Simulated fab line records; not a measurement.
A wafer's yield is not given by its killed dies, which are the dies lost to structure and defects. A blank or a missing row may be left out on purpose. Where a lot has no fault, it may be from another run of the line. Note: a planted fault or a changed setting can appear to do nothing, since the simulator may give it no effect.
fab line records	flow nand-harc
[record] lots = 6	wafers = 18	last-day = 33
route steps=1302 shown P_GATE@133 END@1302
lots that met no fault: from a run of the same line without faults
start-h: the number of hours between the record's first day and the start of the first shown wafer of the lot	wait-h: how many hours have passed since the lot's step before this one	" repeats the value in the row above	L1.1+2: one row covering several wafers at once	- no value present, or no start provided	* or withheld: withheld	< > ~ a bound
route shown NAME@n: NAME is a module with steps in the file, n the number in the route of the first one	usual: mean and standard deviation over wafers with no fault	same: alike in all rows	chamber/n: place in a boat	sites: readings site by site	_std_site: their standard deviation	_edge_site: the outer-site mean with the inner-site mean subtracted	radius-mm: for every site, how far away it sits from the centre of the wafer	mask NAME#n: copy n	behind: the last tool/chamber to shape the wafer	hold: reason for holding the lot/hours on hold/outcome of the hold	device: transistor that didn't switch, given as n, p or np	end of line: the tests these same wafers got at the end of their route	where a step has no rows: the recipe by itself	killed: the dies lost at the first sort to structure and to defects; this is not the yield of the wafer	map: dies across one wafer; x = killed, . = not, _ = none there
set.NAME: the setting as run; set.NAME@STEP: as run at that earlier step	model.NAME: the simulator's own value behind a step, which no gauge read
lots seen at some steps along the route; tables by step, rows by wafer
services: a tool's chamber out of use, with start hour (start-h, from the record's first day; less than 0 if before it), hours out, and reason
[[steps]]
[step NHARC_P_GATE_DEHYDRATE_18]
[recipe] temp-c = 150	time-s = 120
[step NHARC_P_GATE_HMDS_19]
[recipe] time-s = 30
[step NHARC_P_GATE_COAT_20]
[recipe] spin-rpm = 1500	resist-thk-nm = 90
[step NHARC_P_GATE_SOFTBAKE_21]
[recipe] temp-c = 105	time-s = 55
[step NHARC_P_GATE_EBR_22]
[step NHARC_P_GATE_EXPOSE_23]
[recipe] na = 1.35	target-cd-nm = 120	dose-mj = 93.91	mask-id = P_GATE
[step NHARC_P_GATE_PEB_24]
[recipe] peb-temp-c = 100	peb-time-s = 65
[step NHARC_P_GATE_DEVELOP_25]
[recipe] develop-time-s = 35	dev-temp-c = 23
[step NHARC_P_GATE_CD_MEAS_26]
[recipe] target-cd-nm = 120	landing-energy-ev = 500
[usual] cd-nm = 120.4/0.65
lot.wafer	tool	chamber	start-h	wait-h	cd-nm
L371.1	cd-sem-02	0	108.45	-	119.0
L371.5	"	0	"	"	119.4
L371.6	"	0	"	"	119.3
L373.1	cd-sem-01	0	130.91	-	119.4
L373.3	"	0	"	"	120.4
L373.5	"	0	"	"	119.8
L374.1	cd-sem-01	0	139.70	-	121.2
L374.4	"	0	"	"	120.7
L374.5	"	0	"	"	120.3
L383.2	cd-sem-01	0	242.74	-	120.8
L383.3	"	0	"	"	119.5
L383.4	"	0	"	"	119.2
L389.1	cd-sem-03	0	282.52	-	120.1
L389.4	"	0	"	"	120.5
L389.6	"	0	"	"	120.4
L392.2	cd-sem-01	0	311.73	-	121.4
L392.5	"	0	"	"	121.4
L392.6	"	0	"	"	121.1
[step NHARC_P_GATE_OVL_MEAS_27]
[usual] overlay-x-nm = 0.2/0.84	overlay-y-nm = 0.0/0.88
lot.wafer	tool	chamber	start-h	wait-h	overlay-x-nm	overlay-y-nm
L371.1	overlay-01	-	108.54	-	1.0	-1.2
L371.5	"	-	"	"	0.9	-0.5
L371.6	"	-	"	"	0.5	0.0
L373.1	overlay-01	-	131.00	-	-0.7	1.4
L373.3	"	-	"	"	-0.5	0.9
L373.5	"	-	"	"	-0.6	0.7
L374.1	overlay-02	-	139.78	-	0.4	-1.7
L374.4	"	-	"	"	0.5	-1.2
L374.5	"	-	"	"	0.7	-1.4
L383.2	overlay-02	-	242.83	-	0.6	-0.2
L383.3	"	-	"	"	0.1	0.6
L383.4	"	-	"	"	0.5	0.2
L389.1	overlay-01	-	282.61	-	0.1	0.1
L389.4	"	-	"	"	0.4	0.4
L389.6	"	-	"	"	0.3	-0.2
L392.2	overlay-01	-	311.82	-	-1.0	-1.3
L392.5	"	-	"	"	-0.4	-1.1
L392.6	"	-	"	"	-1.4	-0.9
[step NHARC_P_GATE_INSPECT_28]
[usual] raw-defect-count = 6.1/2.8
lot.wafer	tool	chamber	start-h	wait-h	raw-defect-count
L371.1	defect-inspect-02	-	108.57	0.0	7
L371.5	"	-	"	"	12
L371.6	"	-	"	"	4
L373.1	defect-inspect-02	-	131.04	0.0	7
L373.3	"	-	"	"	6
L373.5	"	-	"	"	9
L374.1	defect-inspect-02	-	139.82	0.0	8
L374.4	"	-	"	"	6
L374.5	"	-	"	"	4
L383.2	defect-inspect-01	-	242.87	0.0	10
L383.3	"	-	"	"	5
L383.4	"	-	"	"	10
L389.1	defect-inspect-02	-	282.64	0.0	6
L389.4	"	-	"	"	4
L389.6	"	-	"	"	3
L392.2	defect-inspect-02	-	311.85	0.0	5
L392.5	"	-	"	"	4
L392.6	"	-	"	"	7
[step NHARC_P_GATE_DESCUM_31]
[recipe] time-s = 3	o2-flow-sccm = 200	ar-flow-sccm = 0	bias-power-w = 0	chemistry = O2
[usual] drypump-motor-current-A = 5.5/0.33	oes-product-au = 0.999/0.0095	rf-vpp-V = 57.8/0.86	showerhead-plenum-p-Torr = 1.88/0.07	throttle-valve-pct = 11.312/0.0087
lot.wafer	tool	chamber	start-h	wait-h	drypump-motor-current-A	oes-product-au	rf-hours-counter-h	rf-vpp-V	showerhead-plenum-p-Torr	throttle-valve-pct
L371.1	rie-diel-02	3	108.64	0.1	5.7	1.008	4.5	58.6	1.90	11.301
L371.6	"	2	"	"	5.4	1.004	-	57.5	1.87	11.319
L371.5	"	3	"	"	5.7	1.007	-	57.4	1.90	11.314
L373.1	rie-diel-02	3	131.11	0.1	5.7	1.001	6.0	56.1	1.90	11.304
L373.3	"	1	"	"	5.7	0.984	5.5	57.9	1.89	11.318
L373.5	"	2	"	"	5.5	0.992	-	57.9	1.87	11.312
L374.1	rie-diel-12	2	139.88	0.1	5.6	0.991	1.8	58.1	1.92	11.328
L374.4	"	0	"	"	5.2	0.999	2.6	57.2	1.82	11.308
L374.5	"	2	"	"	5.6	0.993	-	59.2	1.92	11.310
L383.4	rie-diel-09	2	242.94	0.1	6.4	1.003	5.9	58.0	2.01	11.311
L383.2	"	3	"	"	5.7	1.000	4.3	57.4	1.93	11.311
L383.3	"	0	"	"	5.1	0.994	5.1	57.0	1.84	11.318
L389.4	rie-diel-09	1	282.72	0.1	5.1	0.998	9.1	59.5	2.05	11.316
L389.1	"	2	"	"	6.4	1.014	7.8	58.5	2.01	11.296
L389.6	"	3	"	"	5.7	1.008	-	57.9	1.93	11.305
L392.2	rie-diel-12	0	311.93	0.1	5.2	0.998	1.6	57.7	1.82	11.318
L392.5	"	2	"	"	5.6	0.980	-	58.4	1.92	11.313
L392.6	"	3	"	"	5.4	1.018	-	58.2	1.83	11.312
[step NHARC_P_GATE_ETCH_104]
[recipe] target-depth-a = 600	time-s = withheld	cf4-flow-sccm = 100	chf3-flow-sccm = 30	ar-flow-sccm = 0	rf-w = 500	bias-w = 200	chemistry = CF4/CHF3
[usual] bias-w = 200.0/0.62	cf4-flow-sccm = 100.04/0.28	drypump-motor-current-A = 5.5/0.32	oes-product-au = 0.952/0.02	rf-vpp-V = 369.8/2.1	showerhead-plenum-p-Torr = 1.55/0.056	throttle-valve-pct = 16.802/0.0082
lot.wafer	tool	chamber	start-h	wait-h	bias-w	cf4-flow-sccm	drypump-motor-current-A	oes-product-au	rf-vpp-V	showerhead-plenum-p-Torr	throttle-valve-pct
L371.1	rie-diel-02	1	108.75	0.1	200.0	99.46	5.7	0.957	369.4	1.55	16.798
L371.5	"	3	"	"	200.5	100.37	5.7	0.967	369.0	1.56	16.802
L371.6	"	1	"	"	199.8	99.56	5.7	0.942	369.2	1.55	16.809
L373.1	rie-diel-02	0	131.21	0.1	-	-	-	-	-	-	-
L373.3	"	2	"	"	-	-	-	-	-	-	-
L373.5	"	3	"	"	-	-	-	-	-	-	-
L374.1	rie-diel-12	1	139.97	0.1	-	-	-	-	-	-	-
L374.4	"	2	"	"	-	-	-	-	-	-	-
L374.5	"	2	"	"	-	-	-	-	-	-	-
L383.3	rie-diel-09	1	243.01	0.1	200.1	100.11	5.1	0.959	374.0	1.68	16.807
L383.2	"	2	"	"	198.8	100.29	6.4	0.962	372.5	1.65	16.791
L383.4	"	0	"	"	200.2	100.56	5.1	0.976	370.3	1.52	16.795
L389.1	rie-diel-09	1	282.79	0.1	199.4	99.99	5.1	0.925	375.0	1.68	16.793
L389.4	"	2	"	"	201.0	100.07	6.4	0.941	372.3	1.65	16.797
L389.6	"	0	"	"	200.3	99.80	5.1	0.930	369.8	1.52	16.806
L392.2	rie-diel-12	2	312.01	0.1	199.5	99.66	5.7	0.927	370.9	1.58	16.792
L392.6	"	3	"	"	199.8	100.10	5.4	0.973	368.9	1.51	16.809
L392.5	"	0	"	"	198.2	100.38	5.2	0.963	367.7	1.50	16.796
[step NHARC_P_GATE_HM_OPEN_105]
[recipe] target-depth-a = 3600	o2-flow-sccm = 400	cos-flow-sccm = 20	ar-flow-sccm = 0	rf-w = 500	bias-w = 300	chemistry = O2/COS
[usual] drypump-motor-current-A = 5.6/0.33	oes-product-au = 1.000/0.0096	rf-vpp-V = 466.3/2.3	showerhead-plenum-p-Torr = 3.07/0.1	throttle-valve-pct = 28.330/0.009
lot.wafer	tool	chamber	start-h	wait-h	drypump-motor-current-A	oes-product-au	rf-hours-counter-h	rf-vpp-V	showerhead-plenum-p-Torr	throttle-valve-pct
L371.1	rie-diel-02	1	-	-	5.7	0.998	4.0	466.7	3.08	28.323
L371.5	"	1	"	"	5.7	0.982	-	466.5	3.08	28.320
L371.6	"	2	"	"	5.4	1.006	-	466.3	3.05	28.339
L373.1	rie-diel-02	2	-	-	5.5	1.011	5.1	466.6	3.05	28.320
L373.3	"	3	"	"	5.7	1.009	6.1	466.5	3.09	28.326
L373.5	"	2	"	"	5.4	1.002	-	464.4	3.05	28.345
L374.1	rie-diel-12	2	-	-	5.7	0.995	1.9	467.3	3.14	28.343
L374.4	"	3	"	"	5.4	1.003	2.3	462.7	3.00	28.344
L374.5	"	2	"	"	5.7	0.999	-	468.9	3.14	28.341
L383.2	rie-diel-09	2	-	-	6.4	1.006	5.9	469.9	3.27	28.346
L383.3	"	0	"	"	5.1	0.996	5.1	465.4	3.01	28.320
L383.4	"	1	"	"	5.0	0.994	6.6	469.8	3.34	28.326
L389.4	rie-diel-09	2	-	-	6.4	1.013	7.9	471.2	3.26	28.324
L389.1	"	1	"	"	5.1	0.998	9.1	471.6	3.33	28.333
L389.6	"	3	"	"	5.7	0.999	-	468.5	3.14	28.323
L392.2	rie-diel-12	3	-	-	5.4	1.006	1.6	465.3	2.99	28.329
L392.5	"	1	"	"	5.8	0.991	-	464.4	2.99	28.333
L392.6	"	2	"	"	5.6	0.979	-	469.0	3.13	28.347
[step NHARC_END_SORT_01]
[recipe] temp-c = 25
[usual] killed-at-array = 55/20	killed-at-other = 0.7/0.96	killed-at-periphery = 4.1/2.4	killed-dies = 60/20	killed-open = 3.3/1.9	killed-short = 2.8/1.6
[same] gross-dies = 677
lot.wafer	tool	chamber	start-h	wait-h	hold	killed-at-array	killed-at-other	killed-at-periphery	killed-dies	killed-open	killed-short
L371.1	prober-02	0	576.87	2.5	-	19	1	4	24	1	1
L371.5	prober-02	0	580.10	3.7	-	18	2	1	21	2	1
L371.6	prober-02	0	580.91	4.0	-	18	1	2	21	1	2
L373.1	prober-01	0	583.53	2.5	await-dispo/6.6h/scrap	50	1	626	677	1	2
L373.3	prober-01	0	585.14	3.1	await-dispo/6.6h/scrap	49	1	627	677	2	2
L373.5	prober-01	0	586.74	3.7	await-dispo/6.6h/scrap	45	0	632	677	4	2
L374.1	prober-02	0	607.09	2.5	await-dispo/2.8h/scrap	43	2	632	677	5	1
L374.4	prober-02	0	609.51	3.4	await-dispo/2.8h/scrap	57	1	619	677	0	2
L374.5	prober-02	0	610.32	3.7	await-dispo/2.8h/scrap	46	0	631	677	2	3
L383.2	prober-01	0	698.71	2.8	-	49	1	3	53	1	2
L383.3	prober-01	0	699.52	3.1	-	59	1	10	70	3	1
L383.4	prober-01	0	700.32	3.4	-	45	1	6	52	2	3
L389.1	prober-02	0	744.27	2.5	-	28	1	7	36	3	3
L389.4	prober-02	0	746.66	3.4	-	37	0	1	38	5	3
L389.6	prober-02	0	748.26	4.0	-	33	0	5	38	4	3
// killed by level:class
L371.1 A_CHANNEL_HOLE_D2:chamber-film-flake=9 P_M1:chamber-film-flake=4 A_CONTACT:chamber-film-flake=4 A_CHANNEL_FILL_D2:geometric-particle:open=1 A_WL_FILL:geometric-particle:short=1 A_DECK1_JOINT:chamber-film-flake=1 A_STAIRCASE:chamber-film-flake=1 A_WL_FILL:chamber-film-flake=1
L371.5 A_CONTACT:chamber-film-flake=7 A_CONTACT:unspecified=4 A_CHANNEL_HOLE_D2:chamber-film-flake=3 A_CHANNEL_HOLE_D1:geometric-particle:open=1 A_CHANNEL_FILL_D1:geometric-particle:short=1 A_M1:geometric-particle:open=1 P_M1:chamber-film-flake=1 A_CHANNEL_HOLE_D1:chamber-film-flake=1
L371.6 A_CHANNEL_HOLE_D2:chamber-film-flake=7 A_CHANNEL_HOLE_D1:chamber-film-flake=3 A_STAIRCASE:chamber-film-flake=3 A_CONTACT:unspecified=2 P_M0:geometric-particle:short=1 A_M0:geometric-particle:short=1 A_M0:geometric-particle:open=1 P_M1:chamber-film-flake=1
L373.1 P_GATE:area-etch=622 A_CHANNEL_HOLE_D2:chamber-film-flake=40 A_CHANNEL_FILL_D2:chamber-film-flake=4 A_CONTACT:chamber-film-flake=2 P_GATE:geometric-particle:open=1 P_M1:geometric-particle:short=1 A_DECK1_JOINT:geometric-particle:short=1 P_STI:chamber-film-flake=1
L373.3 P_GATE:area-etch=624 A_CHANNEL_HOLE_D2:chamber-film-flake=37 P_GATE:chamber-film-flake=2 A_CHANNEL_HOLE_D1:chamber-film-flake=2 A_CHANNEL_FILL_D1:chamber-film-flake=2 A_CONTACT:chamber-film-flake=2 A_ONON_D2:geometric-particle:short=1 A_WL_FILL:geometric-particle:open=1
L373.5 P_GATE:area-etch=627 A_CHANNEL_HOLE_D2:chamber-film-flake=30 A_CHANNEL_HOLE_D1:chamber-film-flake=4 A_WL_FILL:chamber-film-flake=3 A_CONTACT:chamber-film-flake=3 P_M0:geometric-particle:open=2 A_CHANNEL_FILL_D2:chamber-film-flake=2 P_GATE:geometric-particle:open=1
L374.1 P_GATE:area-etch=626 A_CHANNEL_HOLE_D2:chamber-film-flake=31 A_CHANNEL_HOLE_D1:chamber-film-flake=4 P_M0:geometric-particle:open=2 P_GATE:chamber-film-flake=2 A_CONTACT:chamber-film-flake=2 THIN_TSV:chamber-film-flake=2 P_CONTACT:geometric-particle:open=1
L374.4 P_GATE:area-etch=615 A_CHANNEL_HOLE_D2:chamber-film-flake=37 A_CONTACT:chamber-film-flake=5 P_GATE:chamber-film-flake=4 A_CHANNEL_HOLE_D1:chamber-film-flake=3 A_M1:chamber-film-flake=3 A_ZERO_WELL:chamber-film-flake=2 A_DECK1_JOINT:chamber-film-flake=2
L374.5 P_GATE:area-etch=628 A_CHANNEL_HOLE_D2:chamber-film-flake=30 A_CHANNEL_HOLE_D1:chamber-film-flake=3 A_CONTACT:chamber-film-flake=3 A_ONON_D1:geometric-particle:short=2 P_GATE:chamber-film-flake=2 A_DECK1_JOINT:chamber-film-flake=2 A_STAIRCASE:chamber-film-flake=2
L383.2 A_SLIT:chamber-film-flake=34 A_CHANNEL_HOLE_D1:chamber-film-flake=6 A_STAIRCASE:chamber-film-flake=4 A_WL_FILL:chamber-film-flake=2 A_CHANNEL_FILL_D1:geometric-particle:open=1 A_CHANNEL_FILL_D1:geometric-particle:short=1 A_M0:geometric-particle:short=1 P_ZERO_WELL:chamber-film-flake=1
L383.3 A_SLIT:chamber-film-flake=39 A_STAIRCASE:chamber-film-flake=10 P_M0:chamber-film-flake=4 P_BONDPAD:chamber-film-flake=3 A_SGD_CUT:chamber-film-flake=3 A_CHANNEL_HOLE_D1:chamber-film-flake=2 P_M0:geometric-particle:open=1 A_SOURCE_PLATE:geometric-particle:short=1
L383.4 A_SLIT:chamber-film-flake=27 A_STAIRCASE:chamber-film-flake=6 A_CHANNEL_HOLE_D1:chamber-film-flake=4 A_WL_FILL:chamber-film-flake=3 P_M0:geometric-particle:open=2 P_M0:geometric-particle:short=1 A_ONON_D2:geometric-particle:short=1 A_WL_FILL:geometric-particle:short=1
L389.1 A_CHANNEL_HOLE_D1:chamber-film-flake=12 A_SLIT:chamber-film-flake=7 P_GATE:chamber-film-flake=3 P_M0:geometric-particle:open=2 A_CONTACT:chamber-film-flake=2 A_CHANNEL_HOLE_D1:geometric-particle:short=1 A_CHANNEL_FILL_D2:geometric-particle:short=1 A_CONTACT:geometric-particle:open=1
L389.4 A_CHANNEL_HOLE_D1:chamber-film-flake=13 A_CONTACT:chamber-film-flake=6 A_WL_FILL:chamber-film-flake=4 A_M0:geometric-particle:open=3 A_STAIRCASE:chamber-film-flake=3 A_SLIT:chamber-film-flake=3 P_M0:geometric-particle:short=1 A_ONON_D1:geometric-particle:open=1
L389.6 A_CHANNEL_HOLE_D1:chamber-film-flake=9 A_CONTACT:chamber-film-flake=7 A_SLIT:chamber-film-flake=4 P_GATE:chamber-film-flake=3 A_ONON_D1:geometric-particle:open=2 A_WL_FILL:chamber-film-flake=2 P_GATE:geometric-particle:open=1 A_ONON_D1:geometric-particle:short=1
// map L373.1 (x killed, . not)
____________x____________
_________xxxxxxx_________
_______xxxxxxxxxxx_______
______xxxxxxxxxxxxx______
_____xxxxxxxxxxxxxxx_____
____xxxxxxxxxxxxxxxxx____
____xxxxxxxxxxxxxxxxx____
___xxxxxxxxxxxxxxxxxxx___
___xxxxxxxxxxxxxxxxxxx___
__xxxxxxxxxxxxxxxxxxxxx__
__xxxxxxxxxxxxxxxxxxxxx__
_xxxxxxxxxxxxxxxxxxxxxxx_
_xxxxxxxxxxxxxxxxxxxxxxx_
_xxxxxxxxxxxxxxxxxxxxxxx_
_xxxxxxxxxxxxxxxxxxxxxxx_
_xxxxxxxxxxxxxxxxxxxxxxx_
xxxxxxxxxxxxxxxxxxxxxxxxx
xxxxxxxxxxxxxxxxxxxxxxxxx
xxxxxxxxxxxxxxxxxxxxxxxxx
xxxxxxxxxxxxxxxxxxxxxxxxx
xxxxxxxxxxxxxxxxxxxxxxxxx
_xxxxxxxxxxxxxxxxxxxxxxx_
_xxxxxxxxxxxxxxxxxxxxxxx_
_xxxxxxxxxxxxxxxxxxxxxxx_
_xxxxxxxxxxxxxxxxxxxxxxx_
_xxxxxxxxxxxxxxxxxxxxxxx_
__xxxxxxxxxxxxxxxxxxxxx__
__xxxxxxxxxxxxxxxxxxxxx__
___xxxxxxxxxxxxxxxxxxx___
___xxxxxxxxxxxxxxxxxxx___
____xxxxxxxxxxxxxxxxx____
____xxxxxxxxxxxxxxxxx____
_____xxxxxxxxxxxxxxx_____
______xxxxxxxxxxxxx______
_______xxxxxxxxxxx_______
_________xxxxxxx_________
____________x____________
// map L374.1 (x killed, . not)
____________x____________
_________xxxxxxx_________
_______xxxxxxxxxxx_______
______xxxxxxxxxxxxx______
_____xxxxxxxxxxxxxxx_____
____xxxxxxxxxxxxxxxxx____
____xxxxxxxxxxxxxxxxx____
___xxxxxxxxxxxxxxxxxxx___
___xxxxxxxxxxxxxxxxxxx___
__xxxxxxxxxxxxxxxxxxxxx__
__xxxxxxxxxxxxxxxxxxxxx__
_xxxxxxxxxxxxxxxxxxxxxxx_
_xxxxxxxxxxxxxxxxxxxxxxx_
_xxxxxxxxxxxxxxxxxxxxxxx_
_xxxxxxxxxxxxxxxxxxxxxxx_
_xxxxxxxxxxxxxxxxxxxxxxx_
xxxxxxxxxxxxxxxxxxxxxxxxx
xxxxxxxxxxxxxxxxxxxxxxxxx
xxxxxxxxxxxxxxxxxxxxxxxxx
xxxxxxxxxxxxxxxxxxxxxxxxx
xxxxxxxxxxxxxxxxxxxxxxxxx
_xxxxxxxxxxxxxxxxxxxxxxx_
_xxxxxxxxxxxxxxxxxxxxxxx_
_xxxxxxxxxxxxxxxxxxxxxxx_
_xxxxxxxxxxxxxxxxxxxxxxx_
_xxxxxxxxxxxxxxxxxxxxxxx_
__xxxxxxxxxxxxxxxxxxxxx__
__xxxxxxxxxxxxxxxxxxxxx__
___xxxxxxxxxxxxxxxxxxx___
___xxxxxxxxxxxxxxxxxxx___
____xxxxxxxxxxxxxxxxx____
____xxxxxxxxxxxxxxxxx____
_____xxxxxxxxxxxxxxx_____
______xxxxxxxxxxxxx______
_______xxxxxxxxxxx_______
_________xxxxxxx_________
____________x____________
[[services]]
tool	chamber	start-h	hours	kind
rie-diel-12	-	91.45	9.0	pm
rie-diel-12	0	91.45	9.0	vent-cycle
rie-diel-12	1	91.45	9.0	vent-cycle
rie-diel-12	2	91.45	9.0	vent-cycle
rie-diel-12	3	91.45	9.0	vent-cycle
rie-diel-02	0	91.93	39.2	repair
rie-diel-09	0	97.65	-	clean
rie-diel-09	1	97.65	-	clean
rie-diel-09	2	97.65	-	clean
rie-diel-09	3	97.65	-	clean
rie-diel-09	1	126.39	13.9	repair
rie-diel-09	2	134.92	6.7	repair
rie-diel-09	-	143.17	9.0	pm
rie-diel-02	3	172.30	6.0	repair
rie-diel-12	1	190.19	8.3	repair
rie-diel-09	3	190.44	5.8	repair
rie-diel-09	-	200.90	0.7	repair
rie-diel-12	0	212.10	42.8	repair
rie-diel-02	-	216.82	9.0	pm
rie-diel-12	-	252.16	0.4	repair
rie-diel-09	-	260.27	0.2	repair
rie-diel-02	2	261.66	1.5	repair
rie-diel-12	-	268.45	9.0	pm
rie-diel-12	0	301.09	3.1	repair
[[key]]
[first-sign] step = NHARC_P_GATE_ETCH_104	reading = tool-record	direction = missing
[effect] step = NHARC_END_SORT_01	reading = killed-at-periphery	direction = up	sigmas = 99+	usual = 4.1	struck = 627.8
[more-kills-born-at] NHARC_P_GATE_ETCH_104@rie-diel-02 = 1873	NHARC_P_GATE_ETCH_104@rie-diel-12 = 1869
met-at NHARC_P_GATE_ETCH_104
struck-wafers L373.1,L373.3,L373.5,L374.1,L374.4,L374.5
later-rows-left-out L373.1,L373.3,L373.5,L374.1,L374.4,L374.5
tester-left-out L373,L374
onset-between 108.75 131.21
[fault] kind = skipped-step-whole	tool = rie-diel-02,rie-diel-12	chamber = -	onset-h = 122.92	steps = NHARC_P_GATE_ETCH_104	scope = struck-lots-only
// tester-left-out: of these lots the tester's yield and bins aren't shown, on N5 and GAA mostly nor the transistor test; their killed dies are dies lost to structure and defects alone, not to doping, threshold or leakage, so they don't give the yield
// later-rows-left-out: the simulator's readings of these wafers behind a module that went badly wrong aren't trusted and aren't shown, but for the sort
